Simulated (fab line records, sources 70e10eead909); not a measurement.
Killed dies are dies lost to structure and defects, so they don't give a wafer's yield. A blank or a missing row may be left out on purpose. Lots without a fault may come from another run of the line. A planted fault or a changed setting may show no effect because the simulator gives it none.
Chamber matching | flow nand_harc | NHARC_P_ZERO_WELL_DESCUM_13 on rie_diel-10: 4 sister chambers
The step chemistry O2, time 3 s. 4 wafers are shown with their chamber, then 7 later ones without.

WAFERS WITH THEIR CHAMBER
wafer  | chamber | showerhead_plenum_p_Torr (Torr)
L084.5 | 1       | 1.85
L085.5 | 3       | 1.96
L089.2 | 2       | 1.78
L089.3 | 0       | 1.95

WAFERS WITHOUT THEIR CHAMBER
wafer  | showerhead_plenum_p_Torr (Torr)
L089.4 | 1.85
L093.1 | 1.95
L093.5 | 1.95
L093.6 | 1.94
L094.2 | 1.94
L094.3 | 1.78
L094.5 | 1.95

WHICH CHAMBER EACH WENT THROUGH
wafer  | from the rows above     | in truth
L089.4 | 1                       | 1
L093.1 | can't be placed: 0 or 3 | 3
L093.5 | can't be placed: 0 or 3 | 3
L093.6 | can't be placed: 0 or 3 | 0
L094.2 | can't be placed: 0 or 3 | 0
L094.3 | 2                       | 2
L094.5 | can't be placed: 0 or 3 | 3
Placed correctly: 2 of 7. Can't be placed from these rows: 5 (the true chamber is among the candidates in 5). Placed wrongly: 0.
How it was worked out, from the rows above alone: a wafer's distance from a chamber is the root of the sum, over the readings, of the square of ((its reading less the chamber's mean) divided by the reading's scatter). The wafer belongs to the nearest chamber; if the next one is less than 2 further off, it can't be placed. A chamber's mean is the mean of its shown wafers. The scatter: with one shown wafer a chamber, the root of the mean of the squares of how far each hidden wafer lies from its nearest shown one.
